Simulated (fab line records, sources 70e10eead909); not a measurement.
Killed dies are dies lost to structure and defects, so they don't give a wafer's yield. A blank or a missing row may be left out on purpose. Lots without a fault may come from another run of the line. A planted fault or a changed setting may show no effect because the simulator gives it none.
Problem report in the 8D (eight disciplines) form, filled by code | flow nand_harc | the parts of the form that need people (team, actions taken, sign-off) are left out

1. THE PROBLEM
run_length_s at NHARC_A_WL_FILL_ETCHBACK_26 reads a mean of 30.0 s on 1 wafer of 1 lot; wafers without a fault read 34.3 s with a standard deviation of 0.42. That is -10 standard deviations from the usual mean.
The step: etches the open film in HBr, target depth 52 nm, time 13.3 s.
First seen on wafer L479.3, day 26 10:56, on rie_si-05. The record holds 39 wafers of 13 lots with a number at this step. Rule for "out", or "out of limits": more than 4 standard deviations from the usual mean. The other wafers with a number count as sound.

2. WHAT IT IS AND WHAT IT IS NOT
question                    | is                | is not
which readings at this step | run_length_s      | drypump_motor_current_A, he_backside_leak_sccm, oes_product_au, throttle_valve_pct
which lots                  | L479              | L468, L469, L471, L472, L473, L474, L475, L483, L488, L489, L490, L491
which wafers of those lots  | L479.3            | L479.5, L479.6
read on which tools         | rie_si-05         | rie_si-04, rie_si-06
when                        | from day 26 10:56 | up to then (23 sound wafers); but 15 sound wafers of L483, L488, L489, L490, L491 came after

3. SUSPECTS, AND WHAT RULES EACH OUT
Counting: a tool at a process step up to the reading stays a suspect if it ran every lot that is out. Sound lots after the first of them don't rule it out here, since some wafers of a struck lot are sound.
- rtp_anneal-01 at NHARC_A_WL_FILL_RTA_01 (time 5 s): kept. It ran the lot that is out, L479 (day 25 13:45); its last sound lot up to then is L474 (day 23 15:35).
- rie_diel-05 at NHARC_A_WL_FILL_ETCHBACK_16 (etches the open film in C4F8/O2/Ar, target depth 120 nm, time 24 s): kept. It ran the lot that is out, L479 (day 26 10:56); its last sound lot up to then is L474 (day 24 08:25). NHARC_A_WL_FILL_ETCHBACK_16 gives no start for some lots, so the hours and the order of its lots are those of NHARC_A_WL_FILL_ETCHBACK_26.
- rie_si-05 at NHARC_A_WL_FILL_ETCHBACK_26 (etches the open film in HBr, target depth 52 nm, time 13.3 s): kept. It ran the lot that is out, L479 (day 26 10:56); its last sound lot up to then is L474 (day 24 08:25). Its own readings are out on those wafers: run_length_s.
- Within rie_diel-05 at NHARC_A_WL_FILL_ETCHBACK_16: the wafers that are out ran in chamber 1; their sound lot-mates ran in chambers 0, 3.
- Within rie_si-05 at NHARC_A_WL_FILL_ETCHBACK_26: the wafers that are out ran in chamber 0; their sound lot-mates ran in chambers 1, 2.
Left after counting: rtp_anneal-01 at NHARC_A_WL_FILL_RTA_01, rie_diel-05 at NHARC_A_WL_FILL_ETCHBACK_16, rie_si-05 at NHARC_A_WL_FILL_ETCHBACK_26.

4. THE CAUSE (what the simulator had put in)
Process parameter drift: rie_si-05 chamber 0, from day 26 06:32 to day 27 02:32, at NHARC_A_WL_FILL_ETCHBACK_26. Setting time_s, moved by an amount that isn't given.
Counting left 3 suspects, and this tool is among them.

5. THE CHAIN OF EFFECTS, in route order
Each row: a reading whose mean over the struck wafers that have a number lies more than 3 standard deviations from the usual. Only readings for which the record gives a usual standard deviation are gone through. hours: the time from each lot's start at the first step in this table that gives one to its start at this step, as a median over the lots. sigmas: the change in usual standard deviations.
hours | step                        | reading      | usual  | on struck wafers | change | sigmas
0     | NHARC_A_WL_FILL_ETCHBACK_26 | run_length_s | 34.3 s | 30.0             | -4.3   | -10
The process steps in it:
- NHARC_A_WL_FILL_ETCHBACK_26: etches the open film in HBr, target depth 52 nm, time 13.3 s.

6. WHAT WOULD HAVE CAUGHT IT SOONER
In this record the first reading out of limits was taken at day 26 10:56, 4 hours after the fault began at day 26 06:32.
